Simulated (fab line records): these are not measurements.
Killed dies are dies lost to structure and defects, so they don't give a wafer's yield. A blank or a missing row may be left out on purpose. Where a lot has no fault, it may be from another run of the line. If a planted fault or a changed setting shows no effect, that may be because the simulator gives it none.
Matching of chambers    flow n5Finfet    N5_BEOL_M0_SAQP_SPACER2_ALD_26 on aldSin-02: 4 sister chambers
The step deposits SiO2, target thk 15 nm, pulse time 1 s, purge time 2 s. 4 wafers are shown with their chamber, then 8 later ones without.

## WAFERS PAIRED WITH THEIR CHAMBERS
wafer   chamber  heaterPowerW (W)
L078.5  0        419
L079.6  2        486
L085.6  3        430
L086.1  1        485

## WAFERS MISSING THEIR CHAMBER
wafer   heaterPowerW (W)
L086.3  419
L086.5  479
L087.1  419
L087.4  488
L087.5  491
L091.2  491
L091.3  431
L091.6  489

## WHICH CHAMBER EACH ONE RAN IN
wafer    from the rows above       in truth
L086.3   0                         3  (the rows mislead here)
L086.5   can't be placed: 1 or 2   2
L087.1   0                         0
L087.4   can't be placed: 2 or 1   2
L087.5   can't be placed: 2 or 1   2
L091.2   can't be placed: 2 or 1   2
L091.3   3                         3
L091.6   can't be placed: 2 or 1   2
Correctly placed: 2 of 8. Not placeable from these rows: 5 (in 5, the candidates include the true chamber). Wrongly placed: 1.
How it was worked out, from the rows above alone: a wafer's distance from a chamber is the root of the sum, over the readings, of the square of ((its reading less the chamber's mean) divided by the reading's scatter). The wafer belongs to the nearest chamber; if the next one is less than 2 further off, it can't be placed. Each chamber's mean is taken over the wafers shown for it. The scatter (one wafer shown for each chamber): square how far every hidden wafer sits from the nearest shown wafer, average those squares and take the square root.
